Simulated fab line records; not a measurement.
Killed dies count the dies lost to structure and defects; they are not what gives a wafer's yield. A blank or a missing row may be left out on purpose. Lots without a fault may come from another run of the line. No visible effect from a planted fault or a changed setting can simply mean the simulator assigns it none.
Matching of chambers + flow nand-harc + NHARC_A_BONDPAD_CMP_29 on cmp-01 has 4 sister chambers
The step polishes SiCN, target thk 200 nm. 8 wafers are shown with their chamber, then 7 later ones without.

WAFERS, EACH WITH ITS CHAMBER
| wafer  | chamber | motor-current-A (A) | retaining-ring-pressure-frac |
|--------|---------|---------------------|------------------------------|
| L075.6 | 3       | 11.2                | 0.994                        |
| L080.1 | 3       | 11.4                | 0.990                        |
| L080.6 | 1       | 13.8                | 1.005                        |
| L081.1 | 1       | 14.3                | 0.993                        |
| L081.3 | 2       | 12.9                | 1.003                        |
| L081.6 | 0       | 12.6                | 1.002                        |
| L084.2 | 2       | 12.9                | 1.001                        |
| L084.3 | 0       | 12.3                | 0.996                        |

WAFERS MISSING THEIR CHAMBER
| wafer  | motor-current-A (A) | retaining-ring-pressure-frac |
|--------|---------------------|------------------------------|
| L084.5 | 12.7                | 1.008                        |
| L096.1 | 12.0                | 1.000                        |
| L096.3 | 12.6                | 1.000                        |
| L096.6 | 12.6                | 1.001                        |
| L097.1 | 11.4                | 0.997                        |
| L097.2 | 13.7                | 1.005                        |
| L097.4 | 12.3                | 0.999                        |

THE CHAMBER EACH PASSED THROUGH
| wafer  | from the rows above     | in truth                   |
|--------|-------------------------|----------------------------|
| L084.5 | can't be placed: 2 or 0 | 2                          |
| L096.1 | can't be placed: 0 or 3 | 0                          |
| L096.3 | can't be placed: 0 or 2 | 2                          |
| L096.6 | can't be placed: 0 or 2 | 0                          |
| L097.1 | 3                       | 3                          |
| L097.2 | can't be placed: 1 or 2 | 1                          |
| L097.4 | 0                       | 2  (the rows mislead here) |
Correctly placed: 1 of 7. These rows do not allow placing 5 (true chamber among the candidates in 5). Placed wrongly: 1.
How it was worked out, from the rows above alone: a wafer's distance from a chamber is the root of the sum, over the readings, of the square of ((its reading less the chamber's mean) divided by the reading's scatter). The wafer belongs to the nearest chamber; if the next one is less than 2 further off, it can't be placed. Each chamber's mean is taken over the wafers shown for it. The scatter: take each reading less its chamber's mean, square it, sum over the shown wafers, divide by the number of wafers less the number of chambers, and take the root.
